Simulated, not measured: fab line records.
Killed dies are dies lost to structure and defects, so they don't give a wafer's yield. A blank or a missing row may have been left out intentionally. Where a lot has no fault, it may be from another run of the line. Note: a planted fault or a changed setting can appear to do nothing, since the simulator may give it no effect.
Comparing a struck lot with a sound one :: flow n5_finfet :: 28 out of 1938 route steps
Sound: wafers L322.2, L322.4, L322.6. The struck wafers were L317.1, L317.2, L317.4. The cause comes at the end.
Per side, at each step with rows, come the tool, then ch with its chambers, and then its first start. Under that, the readings that differ: sound wafers :: struck wafers :: difference of the means :: sigmas: that difference in standard deviations of wafers without a fault.
alike: same words and numbers on both sides, and readings whose means sit less than 2 such deviations apart. not compared: any withheld reading, any reading some wafer has no value for, any bound like >300 that may hide the same value, and any number with overlapping values for which the record gives no deviation.
The two part at a step that has a row with sigmas, a row that says differs or no value, or rows on one side only. When numbers do not overlap yet have no deviation, they are printed without sigmas and do not part them. Lack of a reading on every wafer of one side parts them only where that side has two or more wafers.

first, 8 steps without rows for these wafers: N5_MOL_CONTACT_COAG_ANNEAL_112 (time 1800 s); N5_BEOL_M0_SAQP_PECVD_00 (deposits SiCN from 3MS/NH3, target thk 8 nm, time 14 s); N5_BEOL_M0_SAQP_ILD_DEP_01 (deposits SiOC from DEMS/O2, target thk 45.419 nm, time 8.7 s); N5_BEOL_M0_SAQP_HM_DEP_02 (deposits TiN, target thk 12 nm); N5_BEOL_M0_SAQP_PECVD_03 (deposits SiCN from 3MS/NH3, target thk 12 nm, time 21.1 s); N5_BEOL_M0_SAQP_PECVD_96 (deposits a-Si from SiH4/He, target thk 45 nm, time 45.2 s); N5_BEOL_M0_SAQP_PECVD_97 (deposits SiNx from SiH4/NH3/N2, target thk 23 nm, time 19.9 s); N5_BEOL_M0_SAQP_PECVD_04 (deposits a-Si from SiH4/He, target thk 60 nm, time 60.2 s).
N5_BEOL_M0_SAQP_HM_DEP_111: deposits SiO2 from SiH4/N2O, target thk 12 nm, time 7.2 s.
  sound on pecvd-01 ch 0,1, day 8 10:35; struck on pecvd-03 ch 0,2, day 7 03:56
reading: rf_fwd_power_W (W)
sound: 272.7 271.6 272.7
struck: - - -
difference: no value on the struck wafers
sigmas: 

reading: model.SiO2_of_BEOL_M0_SAQP_HM_DEP_111.thk_nm (nm)
sound: 12 11.8 12
struck: 9.2 9 9.2
difference: -2.8
sigmas: 
  alike: heater_power_outer_w, heater_power_w, showerhead_plenum_p_Torr
then, 12 steps without rows for these wafers: N5_BEOL_M0_SAQP_COAT_81 (time 60 s, resist thk 100 nm); N5_BEOL_M0_SAQP_COAT_82 (time 60 s, resist thk 30 nm); N5_BEOL_M0_SAQP_COAT_08 (resist thk 90 nm); N5_BEOL_M0_SAQP_EBR_10; N5_BEOL_M0_SAQP_SOFTBAKE_09 (time 60 s); N5_BEOL_M0_SAQP_EXPOSE_11 (exposes mask M0 CORE, target cd 42 nm); N5_BEOL_M0_SAQP_PEB_12 (peb time 60 s); N5_BEOL_M0_SAQP_DEVELOP_13 (develop time 30 s); N5_BEOL_M0_SAQP_DESCUM_19 (chemistry O2, time 7.9 s); N5_BEOL_M0_SAQP_ETCH_83 (etches SiARC in CF4, target depth 39 nm, time 65 s); N5_BEOL_M0_SAQP_ETCH_84 (etches SOC in N2/H2, target depth 100 nm, overetch 20 nm, time 150 s); N5_BEOL_M0_SAQP_STRIP_80 (strips in N2/H2).
N5_BEOL_M0_SAQP_HM_OPEN_112: chemistry CHF3/O2, target SiO2, stops on a-Si, target depth 12 nm, time 13.5 s.
  sound on rie_diel-04 ch 1,2,3, day 8 11:19; struck on rie_diel-04 ch 1,2,3, day 7 04:39
reading: model.etch.depth_nm (nm)
sound: 11.92 11.85 12.06
struck: 9.229 9.071 9.252
difference: -2.759
sigmas: 
  alike: drypump_motor_current_A, mfc_ar_sccm, oes_f_703_au, oes_o_777_au, oes_product_au, rf_fwd_power_W, rf_vpp_V, showerhead_plenum_p_Torr, throttle_valve_pct
  not compared: rf_hours_counter_h
then, 3 steps without rows for these wafers: N5_BEOL_M0_SAQP_STRIP_113 (strips in CHF3/O2); N5_BEOL_M0_SAQP_MANDREL_ETCH_20 (etches a-Si in HBr/Cl2, stops on SiNx, target depth 60 nm, bt time 10 s, time 30 s); N5_BEOL_M0_SAQP_STRIP_86 (strips in N2/H2).
N5_BEOL_M0_SAQP_STRIP_115: strips in post etch residue remover, time 60 s.
  sound on wet_bench-06 ch 1,3,7, day 8 11:35; struck on wet_bench-06 ch 2,4,7, day 7 04:54
reading: model.SiO2_of_BEOL_M0_SAQP_HM_DEP_111.thk_nm (nm)
sound: 11.8 11.8 12
struck: 9.2 9 9.2
difference: -2.7
sigmas: 
then, 1 step without rows for these wafers: N5_BEOL_M0_SAQP_SRD_93 (time 30 s).
-- the record jumps here: 3 days lie between the struck wafers' starts before and after (it left off in module BEOL_M0_SAQP and takes up again in module BEOL_M4, whose first step shown is number 1111 of the route) --
N5_BEOL_M4_RC_MEAS_101:
  sound on prober-01 ch 0, day 11 08:14; struck on prober-02 ch 0, day 10 07:27
  alike: DIBL_N, DIBL_P, IOFF_N, IOFF_P, ION_N, ION_P, SS_N, SS_P, VT_N, VT_P

WHERE THEY PART
Only at N5_BEOL_M0_SAQP_HM_DEP_111, as far as this record shows. Later steps at which nothing parts them and some readings are alike: N5_BEOL_M0_SAQP_HM_OPEN_112, N5_BEOL_M4_RC_MEAS_101.

WHY: whatever the simulator had introduced
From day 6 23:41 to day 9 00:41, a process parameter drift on pecvd-03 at N5_BEOL_M0_SAQP_HM_DEP_111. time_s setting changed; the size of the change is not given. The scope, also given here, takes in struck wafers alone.
